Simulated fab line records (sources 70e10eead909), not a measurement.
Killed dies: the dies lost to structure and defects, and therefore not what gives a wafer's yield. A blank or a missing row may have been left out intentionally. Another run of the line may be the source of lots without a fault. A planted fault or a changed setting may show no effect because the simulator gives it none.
Matching of chambers / flow nand-harc / ald-hk-04 running NHARC_A_CHANNEL_FILL_D2_ALD_14: 4 sister chambers
The step deposits SiO2, target thk 2.5 nm, pulse time 10 s, ald cycles 25. 14 wafers are shown with their chamber, then 7 later ones without.

WAFERS, EACH WITH ITS CHAMBER
wafer=L891.3; chamber=1; heater-power-w (W)=486; precursor-pulse-height-rel=1.007
wafer=L891.5; chamber=2; heater-power-w (W)=491; precursor-pulse-height-rel=1.013
wafer=L891.6; chamber=1; heater-power-w (W)=486; precursor-pulse-height-rel=1.012
wafer=L895.2; chamber=0; heater-power-w (W)=513; precursor-pulse-height-rel=1.069
wafer=L895.3; chamber=3; heater-power-w (W)=457; precursor-pulse-height-rel=1.008
wafer=L895.4; chamber=1; heater-power-w (W)=490; precursor-pulse-height-rel=0.973
wafer=L902.1; chamber=0; heater-power-w (W)=501; precursor-pulse-height-rel=1.009
wafer=L902.4; chamber=1; heater-power-w (W)=500; precursor-pulse-height-rel=0.993
wafer=L902.5; chamber=1; heater-power-w (W)=493; precursor-pulse-height-rel=1.000
wafer=L904.1; chamber=3; heater-power-w (W)=451; precursor-pulse-height-rel=1.012
wafer=L904.5; chamber=2; heater-power-w (W)=479; precursor-pulse-height-rel=0.993
wafer=L904.6; chamber=3; heater-power-w (W)=457; precursor-pulse-height-rel=1.023
wafer=L903.1; chamber=0; heater-power-w (W)=501; precursor-pulse-height-rel=0.993
wafer=L903.3; chamber=1; heater-power-w (W)=499; precursor-pulse-height-rel=0.980

SIGNATURES (averages over the wafers above)
reading=heater-power-w; chamber 0=505.00; chamber 1=492.33; chamber 2=485.00; chamber 3=455.00; scatter within a chamber=6.18
reading=precursor-pulse-height-rel; chamber 0=1.02367; chamber 1=0.99417; chamber 2=1.00300; chamber 3=1.01433; scatter within a chamber=0.0217
Rule: a wafer's distance from a chamber is the root of the sum, over the readings, of the square of ((its reading less the chamber's mean) divided by the reading's scatter). The wafer belongs to the nearest chamber; if the next one is less than 2 further off, it can't be placed. The scatter: take each reading less its chamber's mean, square it, sum over the shown wafers, divide by the number of wafers less the number of chambers, and take the root.

WAFERS WITHOUT THEIR CHAMBER
wafer=L903.4; heater-power-w (W)=471; precursor-pulse-height-rel=1.019
wafer=L911.2; heater-power-w (W)=478; precursor-pulse-height-rel=0.981
wafer=L911.3; heater-power-w (W)=458; precursor-pulse-height-rel=0.967
wafer=L911.5; heater-power-w (W)=477; precursor-pulse-height-rel=1.018
wafer=L913.1; heater-power-w (W)=487; precursor-pulse-height-rel=0.993
wafer=L913.3; heater-power-w (W)=522; precursor-pulse-height-rel=0.993
wafer=L913.4; heater-power-w (W)=449; precursor-pulse-height-rel=1.003

WHICH CHAMBER EACH WENT THROUGH
wafer=L903.4; from the rows above=can't be placed: 2 or 3 or 1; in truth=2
wafer=L911.2; from the rows above=can't be placed: 2 or 1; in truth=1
wafer=L911.3; from the rows above=3; in truth=3
wafer=L911.5; from the rows above=can't be placed: 2 or 1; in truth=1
wafer=L913.1; from the rows above=can't be placed: 2 or 1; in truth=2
wafer=L913.3; from the rows above=can't be placed: 0 or 1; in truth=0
wafer=L913.4; from the rows above=3; in truth=3
Correct placement for 2 of the 7. These rows do not allow placing 5 (true chamber among the candidates in 5). Placed wrongly: 0.
